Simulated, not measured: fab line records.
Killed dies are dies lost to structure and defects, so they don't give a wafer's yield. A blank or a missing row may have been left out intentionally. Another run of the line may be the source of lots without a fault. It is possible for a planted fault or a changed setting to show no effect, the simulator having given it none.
Chamber matching :: flow n5_finfet :: N5_BEOL_M7_CMP_52 on cmp-04 has 4 sister chambers
The step polishes, stops on SiCOH lowk, t overpolish 6.9 s, target thk 80 nm. 22 wafers are shown with their chamber, then 11 later ones without.

== WAFERS, EACH WITH ITS CHAMBER ==
wafer: L074.3
chamber: 3
motor_current_A (A): 5.8
time_to_endpoint_s (s): 63.4
barrier_field_endpoint_s (s): 29.4

wafer: L074.4
chamber: 1
motor_current_A (A): 6.6
time_to_endpoint_s (s): 64.5
barrier_field_endpoint_s (s): 29.9

wafer: L074.5
chamber: 0
motor_current_A (A): 6.3
time_to_endpoint_s (s): 66.6
barrier_field_endpoint_s (s): 30.4

wafer: L075.2
chamber: 0
motor_current_A (A): 6.3
time_to_endpoint_s (s): 64.5
barrier_field_endpoint_s (s): 29.0

wafer: L075.4
chamber: 1
motor_current_A (A): 6.7
time_to_endpoint_s (s): 58.7
barrier_field_endpoint_s (s): 28.7

wafer: L075.6
chamber: 0
motor_current_A (A): 6.6
time_to_endpoint_s (s): 64.9
barrier_field_endpoint_s (s): 29.2

wafer: L076.1
chamber: 0
motor_current_A (A): 6.1
time_to_endpoint_s (s): 65.0
barrier_field_endpoint_s (s): 29.8

wafer: L076.4
chamber: 2
motor_current_A (A): 5.7
time_to_endpoint_s (s): 66.7
barrier_field_endpoint_s (s): 29.7

wafer: L076.6
chamber: 2
motor_current_A (A): 5.6
time_to_endpoint_s (s): 65.2
barrier_field_endpoint_s (s): 29.9

wafer: L078.1
chamber: 1
motor_current_A (A): 6.3
time_to_endpoint_s (s): 60.2
barrier_field_endpoint_s (s): 29.6

wafer: L078.3
chamber: 3
motor_current_A (A): 5.9
time_to_endpoint_s (s): 60.2
barrier_field_endpoint_s (s): 30.6

wafer: L078.4
chamber: 0
motor_current_A (A): 6.3
time_to_endpoint_s (s): 65.8
barrier_field_endpoint_s (s): 30.3

wafer: L080.1
chamber: 0
motor_current_A (A): 6.7
time_to_endpoint_s (s): 66.0
barrier_field_endpoint_s (s): 28.2

wafer: L080.2
chamber: 1
motor_current_A (A): 6.5
time_to_endpoint_s (s): 58.7
barrier_field_endpoint_s (s): 27.4

wafer: L080.5
chamber: 2
motor_current_A (A): 5.3
time_to_endpoint_s (s): 63.6
barrier_field_endpoint_s (s): 28.8

wafer: L083.1
chamber: 3
motor_current_A (A): 5.8
time_to_endpoint_s (s): 61.6
barrier_field_endpoint_s (s): 28.6

wafer: L083.5
chamber: 1
motor_current_A (A): 6.4
time_to_endpoint_s (s): 62.9
barrier_field_endpoint_s (s): 28.9

wafer: L083.6
chamber: 0
motor_current_A (A): 6.4
time_to_endpoint_s (s): 62.7
barrier_field_endpoint_s (s): 29.5

wafer: L082.3
chamber: 2
motor_current_A (A): 5.3
time_to_endpoint_s (s): 58.4
barrier_field_endpoint_s (s): 27.9

wafer: L082.5
chamber: 1
motor_current_A (A): 6.6
time_to_endpoint_s (s): 57.6
barrier_field_endpoint_s (s): 28.4

wafer: L082.6
chamber: 2
motor_current_A (A): 5.4
time_to_endpoint_s (s): 58.9
barrier_field_endpoint_s (s): 29.1

wafer: L088.3
chamber: 2
motor_current_A (A): 5.5
time_to_endpoint_s (s): 61.5
barrier_field_endpoint_s (s): 28.6

SIGNATURES (averages over the wafers above)
reading: motor_current_A
chamber 0: 6.386
chamber 1: 6.517
chamber 2: 5.467
chamber 3: 5.833
scatter within a chamber: 0.166

reading: time_to_endpoint_s
chamber 0: 65.071
chamber 1: 60.433
chamber 2: 62.383
chamber 3: 61.733
scatter within a chamber: 2.45

reading: barrier_field_endpoint_s
chamber 0: 29.486
chamber 1: 28.817
chamber 2: 29.000
chamber 3: 29.533
scatter within a chamber: 0.827
Rule: distance of a wafer from a chamber = root of the sum over the readings of ((wafer's reading minus chamber's mean) / reading's scatter) squared. The wafer belongs to the nearest chamber; if the next one is less than 2 further off, it can't be placed. The scatter: take each reading less its chamber's mean, square it, sum over the shown wafers, divide by the number of wafers less the number of chambers, and take the root.

== WAFERS WITHOUT THEIR CHAMBER ==
wafer: L088.5
motor_current_A (A): 5.9
time_to_endpoint_s (s): 64.0
barrier_field_endpoint_s (s): 29.7

wafer: L088.6
motor_current_A (A): 5.8
time_to_endpoint_s (s): 60.0
barrier_field_endpoint_s (s): 28.5

wafer: L087.3
motor_current_A (A): 6.0
time_to_endpoint_s (s): 57.0
barrier_field_endpoint_s (s): 28.6

wafer: L087.4
motor_current_A (A): 5.7
time_to_endpoint_s (s): 58.4
barrier_field_endpoint_s (s): 28.2

wafer: L087.6
motor_current_A (A): 6.2
time_to_endpoint_s (s): 60.6
barrier_field_endpoint_s (s): 29.6

wafer: L097.1
motor_current_A (A): 5.9
time_to_endpoint_s (s): 60.3
barrier_field_endpoint_s (s): 28.7

wafer: L097.2
motor_current_A (A): 6.6
time_to_endpoint_s (s): 62.5
barrier_field_endpoint_s (s): 29.4

wafer: L097.6
motor_current_A (A): 6.6
time_to_endpoint_s (s): 64.5
barrier_field_endpoint_s (s): 30.1

wafer: L095.1
motor_current_A (A): 6.2
time_to_endpoint_s (s): 57.5
barrier_field_endpoint_s (s): 27.6

wafer: L095.4
motor_current_A (A): 5.5
time_to_endpoint_s (s): 58.1
barrier_field_endpoint_s (s): 28.2

wafer: L095.6
motor_current_A (A): 5.3
time_to_endpoint_s (s): 61.2
barrier_field_endpoint_s (s): 28.5

== WHICH CHAMBER EACH WENT THROUGH ==
wafer: L088.5
from the rows above: can't be placed: 3 or 2 or 0
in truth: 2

wafer: L088.6
from the rows above: can't be placed: 3 or 2
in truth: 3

wafer: L087.3
from the rows above: can't be placed: 3 or 1 or 2 or 0
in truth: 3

wafer: L087.4
from the rows above: can't be placed: 3 or 2
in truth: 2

wafer: L087.6
from the rows above: can't be placed: 1 or 0 or 3
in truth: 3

wafer: L097.1
from the rows above: can't be placed: 3 or 2
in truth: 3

wafer: L097.2
from the rows above: can't be placed: 1 or 0
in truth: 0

wafer: L097.6
from the rows above: can't be placed: 0 or 1
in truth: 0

wafer: L095.1
from the rows above: can't be placed: 1 or 3 or 0
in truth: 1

wafer: L095.4
from the rows above: can't be placed: 2 or 3
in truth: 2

wafer: L095.6
from the rows above: 2
in truth: 2
Placed correctly: 1 of 11. From these rows, 10 cannot be placed; in 10 the true chamber is one of the candidates. Wrongly placed: 0.
